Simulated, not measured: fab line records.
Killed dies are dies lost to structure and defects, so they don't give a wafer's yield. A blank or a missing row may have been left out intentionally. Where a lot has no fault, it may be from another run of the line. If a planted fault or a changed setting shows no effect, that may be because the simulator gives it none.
Which tool is to blame? + flow n5_finfet + 30 wafers from 10 lots sampled at 5 of the route's 1938 steps

== WHAT EACH GAUGE READ, for each wafer ==
N5_BEOL_M4_RC_MEAS_101.
| lot  | measured     | on        | DIBL_N (mV/V)  | DIBL_P (mV/V)  | IOFF_N (nA/um)    | IOFF_P (nA/um)    | ION_N (uA/um) | ION_P (uA/um) | SS_N (mV/dec)  | SS_P (mV/dec)  | VT_N (mV)         | VT_P (mV)      |
|------|--------------|-----------|----------------|----------------|-------------------|-------------------|---------------|---------------|----------------|----------------|-------------------|----------------|
| L932 | day 9 04:13  | prober-02 | 35.3 34.1 34.1 | 33.7 32.7 33.6 | 0.136 0.125 0.129 | 0.182 0.170 0.179 | 658 659 668   | 455 458 458   | 70.3 70.5 70.8 | 73.0 72.9 72.8 | 255.9 253.4 253.7 | -250 -250 -251 |
| L934 | day 9 10:55  | prober-02 | 37.2 37.2 39.4 | 36.1 35.8 38.8 | 0.166 0.158 0.219 | 0.233 0.233 0.279 | 688 691 702   | 471 470 477   | 71.8 71.2 71.9 | 73.2 73.9 74.0 | 247.2 246.0 242.7 | -245 -245 -246 |
| L936 | day 10 10:31 | prober-02 | 39.2 37.6 38.4 | 38.2 36.8 37.3 | 0.191 0.175 0.176 | 0.240 0.219 0.224 | 684 681 684   | 465 464 466   | 72.3 72.0 72.6 | 73.7 72.9 73.1 | 248.0 247.0 248.2 | -246 -248 -246 |
| L939 | day 13 12:19 | prober-01 | 35.0 37.5 36.5 | 35.7 38.7 37.6 | 0.166 0.216 0.195 | 0.218 0.273 0.262 | 672 671 671   | 460 466 469   | 71.2 71.8 71.5 | 72.8 73.4 74.1 | 247.8 248.1 247.5 | -251 -248 -249 |
| L940 | day 12 19:20 | prober-01 | 34.9 36.6 34.6 | 34.7 36.5 34.2 | 0.144 0.170 0.131 | 0.182 0.208 0.178 | 674 669 665   | 460 458 461   | 71.2 71.6 70.7 | 72.9 73.3 72.7 | 250.8 247.6 249.1 | -253 -249 -251 |
| L941 | day 11 14:51 | prober-01 | 34.9 34.1 34.5 | 36.0 34.6 35.8 | 0.157 0.154 0.158 | 0.243 0.216 0.238 | 675 678 681   | 467 468 472   | 71.3 71.1 71.1 | 73.4 72.9 73.4 | 252.5 248.4 249.7 | -242 -246 -247 |
| L946 | day 14 05:10 | prober-01 | 36.7 36.8 35.3 | 35.2 37.2 35.2 | 0.151 0.157 0.133 | 0.167 0.193 0.169 | 675 674 665   | 448 460 453   | 72.3 71.7 71.6 | 73.0 73.3 72.5 | 250.5 248.2 251.8 | -255 -254 -252 |
| L949 | day 14 18:17 | prober-01 | 36.4 37.5 37.3 | 36.8 38.0 37.8 | 0.165 0.173 0.172 | 0.212 0.237 0.228 | 667 670 668   | 458 463 461   | 71.5 71.5 71.3 | 73.0 73.5 73.2 | 246.2 247.3 247.1 | -250 -248 -251 |
| L951 | day 15 15:37 | prober-01 | 37.1 37.7 36.9 | 39.1 38.4 38.3 | 0.171 0.176 0.168 | 0.247 0.233 0.222 | 674 675 678   | 463 465 466   | 72.1 72.4 71.7 | 73.3 73.7 73.8 | 249.8 250.0 252.3 | -248 -248 -251 |
| L953 | day 15 15:25 | prober-02 | 36.2 36.1 35.8 | 37.2 36.6 36.3 | 0.160 0.153 0.151 | 0.197 0.182 0.179 | 679 676 679   | 461 457 460   | 71.8 71.3 70.9 | 72.2 72.6 72.6 | 248.6 251.2 250.6 | -252 -250 -252 |

== WHICH TOOL RAN EACH LOT (tool, then ch and the chambers of the sampled wafers, then the start) ==
| lot  | N5_GATE_CUT_VAPOR_ETCH_48         | N5_GATE_CUT_VAPOR_ETCH_49         | N5_GATE_CUT_ALD_22                | N5_GATE_CUT_CMP_23            |
|------|-----------------------------------|-----------------------------------|-----------------------------------|-------------------------------|
| L932 | rie_metal-01 ch 0,1, day 5 02:04  | rie_metal-01 ch 0,1, day 5 02:06  | ald_sin-03 ch 0,2,3, day 5 02:22  | cmp-03 ch 0,1,2, day 5 03:52  |
| L934 | rie_metal-01 ch 0,1, day 5 12:25  | rie_metal-01 ch 0,1, day 5 12:26  | ald_sin-03 ch 1,3, day 5 12:40    | cmp-03 ch 0,2,3, day 5 14:10  |
| L936 | rie_metal-02 ch 0,1, day 6 01:39  | rie_metal-02 ch 0,1, day 6 01:41  | ald_sin-02 ch 0,2, day 6 01:55    | cmp-03 ch 1,2,3, day 6 03:25  |
| L939 | rie_metal-02 ch 0,1, day 6 18:31  | rie_metal-02 ch 0,1, day 6 18:32  | ald_sin-01 ch 0,1,3, day 6 18:48  | cmp-02 ch 0,1,3, day 6 20:22  |
| L940 | rie_metal-01 ch 0,1, day 7 00:11  | rie_metal-01 ch 0,1, day 7 00:13  | ald_sin-03 ch 0,2, day 7 00:35    | cmp-03 ch 0,2,3, day 7 02:07  |
| L941 | rie_metal-01 ch 0,1, day 7 07:26  | rie_metal-01 ch 0,1, day 7 07:28  | ald_sin-02 ch 1,2,3, day 7 07:41  | cmp-03 ch 0,1,3, day 7 09:11  |
| L946 | rie_metal-01 ch 0, day 8 11:05    | rie_metal-01 ch 0, day 8 11:09    | ald_sin-03 ch 1,2, day 8 11:26    | cmp-01 ch 0,3, day 8 12:55    |
| L949 | rie_metal-03 ch 0,1, day 9 15:14  | rie_metal-03 ch 0,1, day 9 15:16  | ald_sin-02 ch 0,1,3, day 9 15:30  | cmp-02 ch 1,2, day 9 16:59    |
| L951 | rie_metal-01 ch 0,1, day 10 02:38 | rie_metal-01 ch 0,1, day 10 02:40 | ald_sin-03 ch 1,2, day 10 02:53   | cmp-02 ch 0,1, day 10 04:25   |
| L953 | rie_metal-03 ch 0,1, day 10 12:47 | rie_metal-03 ch 0,1, day 10 12:49 | ald_sin-02 ch 1,2,3, day 10 13:02 | cmp-02 ch 0,1,3, day 10 14:32 |
- N5_GATE_CUT_VAPOR_ETCH_48: etches TiN in BCl3/Cl2.
- N5_GATE_CUT_VAPOR_ETCH_49: etches TiAlC in BCl3/Cl2.
- N5_GATE_CUT_ALD_22: deposits SiNx, target thk 16 nm, pulse time 1 s, ald cycles 320.
- N5_GATE_CUT_CMP_23: polishes, stops on SiO2, t overpolish 23.4 s, target thk 16 nm.

== WHAT THE TOOLS THEMSELVES READ (means of the sampled wafers that have a number; where no wafer has one, the mark that the record gives instead) ==
N5_GATE_CUT_VAPOR_ETCH_48.
| lot  | tool         | drypump_motor_current_A (A) | oes_product_au (a.u.) |
|------|--------------|-----------------------------|-----------------------|
| L932 | rie_metal-01 | 5.95                        | 0.81                  |
| L934 | rie_metal-01 | 5.95                        | 0.81                  |
| L936 | rie_metal-02 | 5.94                        | 0.81                  |
| L939 | rie_metal-02 | 5.94                        | 0.80                  |
| L940 | rie_metal-01 | 5.94                        | 0.79                  |
| L941 | rie_metal-01 | 5.94                        | 0.78                  |
| L946 | rie_metal-01 | 6.04                        | 0.65                  |
| L949 | rie_metal-03 | 5.84                        | 0.94                  |
| L951 | rie_metal-01 | 5.99                        | 0.71                  |
| L953 | rie_metal-03 | 5.84                        | 0.92                  |

N5_GATE_CUT_VAPOR_ETCH_49.
| lot  | tool         | drypump_motor_current_A (A) | oes_product_au (a.u.) |
|------|--------------|-----------------------------|-----------------------|
| L932 | rie_metal-01 | 5.96                        | 0.82                  |
| L934 | rie_metal-01 | 5.94                        | 0.81                  |
| L936 | rie_metal-02 | 5.92                        | 0.80                  |
| L939 | rie_metal-02 | 5.92                        | 0.79                  |
| L940 | rie_metal-01 | 5.96                        | 0.79                  |
| L941 | rie_metal-01 | 5.96                        | 0.79                  |
| L946 | rie_metal-01 | 6.03                        | 0.65                  |
| L949 | rie_metal-03 | 5.83                        | 0.94                  |
| L951 | rie_metal-01 | 6.01                        | 0.71                  |
| L953 | rie_metal-03 | 5.84                        | 0.93                  |

N5_GATE_CUT_ALD_22.
| lot  | tool       | heater_power_w (W) | precursor_pulse_height_rel |
|------|------------|--------------------|----------------------------|
| L932 | ald_sin-03 | 751                | 0.996                      |
| L934 | ald_sin-03 | 794                | 1.005                      |
| L936 | ald_sin-02 | 995                | 0.994                      |
| L939 | ald_sin-01 | 836                | 1.013                      |
| L940 | ald_sin-03 | 776                | 0.988                      |
| L941 | ald_sin-02 | 937                | 1.025                      |
| L946 | ald_sin-03 | 826                | 0.983                      |
| L949 | ald_sin-02 | 854                | 1.004                      |
| L951 | ald_sin-03 | 821                | 1.005                      |
| L953 | ald_sin-02 | 938                | 0.998                      |

N5_GATE_CUT_CMP_23.
| lot  | tool   | head_pressure_psi (psi) | motor_current_A (A) | overpolish_run_s (s) | time_to_endpoint_s (s) |
|------|--------|-------------------------|---------------------|----------------------|------------------------|
| L932 | cmp-03 | 2.499                   | 8.7                 | 23.393               | 18.8                   |
| L934 | cmp-03 | 2.498                   | 8.9                 | 23.398               | 20.9                   |
| L936 | cmp-03 | 2.497                   | 9.6                 | 23.409               | 18.9                   |
| L939 | cmp-02 | 2.499                   | 8.7                 | 23.406               | 16.8                   |
| L940 | cmp-03 | 2.399                   | 9.0                 | 23.402               | 19.8                   |
| L941 | cmp-03 | 2.400                   | 8.1                 | 23.402               | 18.7                   |
| L946 | cmp-01 | 2.496                   | 7.4                 | 23.406               | 23.1                   |
| L949 | cmp-02 | 2.493                   | 8.9                 | 23.390               | 19.1                   |
| L951 | cmp-02 | 2.498                   | 9.3                 | 23.405               | 18.9                   |
| L953 | cmp-02 | 2.498                   | 8.9                 | 23.400               | 20.1                   |

== THE ANSWER, worked out from the rows above alone ==
Rule: the usual values come from the lots themselves. The widest of any qualifying gaps counts: lots, ordered by their means at a reading, are off when they make up no more than a third of the lots, leave a main group of 4 or more, and stand apart from it by 3 or more times the standard deviation of that group's means. A main group whose means are all the same, to the digits that the tables above print for the reading, isn't used. A lot without any number at a reading at which 4 lots or more have one is off too. Where the step has rows for the other lots, those lots are counted as sound. First the gauges in route order, then the tools' own readings, where a lot's mean is used as printed above. At the first step where some lot is off, the reading lying furthest off is the one used; lots without a number count as furthest.
Off, at N5_GATE_CUT_CMP_23 on head_pressure_psi: L940, L941. The main group: mean 2.497 psi, standard deviation 0.0019.
If a tool, at that step or one of the process steps before it, ran each lot that is off and ran no sound lot following the first of them, it fits. One candidate fits, namely cmp-03 at N5_GATE_CUT_CMP_23. Its last sound lot is L936 (day 6 03:25), its first lot that is off L940 (day 7 02:07): a fault that began between those two fits.
The tool's own readings at N5_GATE_CUT_CMP_23 bear it out: on the lots that are off they differ by more than 5 times the standard deviation of the sound lots' means. head_pressure_psi reads 2.399 psi there against 2.497 psi on the sound lots.

== WHAT WAS PUT IN BY THE SIMULATOR ==
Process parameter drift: cmp-03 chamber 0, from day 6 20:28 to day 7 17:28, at N5_GATE_CUT_CMP_23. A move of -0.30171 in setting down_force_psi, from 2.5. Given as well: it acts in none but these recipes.
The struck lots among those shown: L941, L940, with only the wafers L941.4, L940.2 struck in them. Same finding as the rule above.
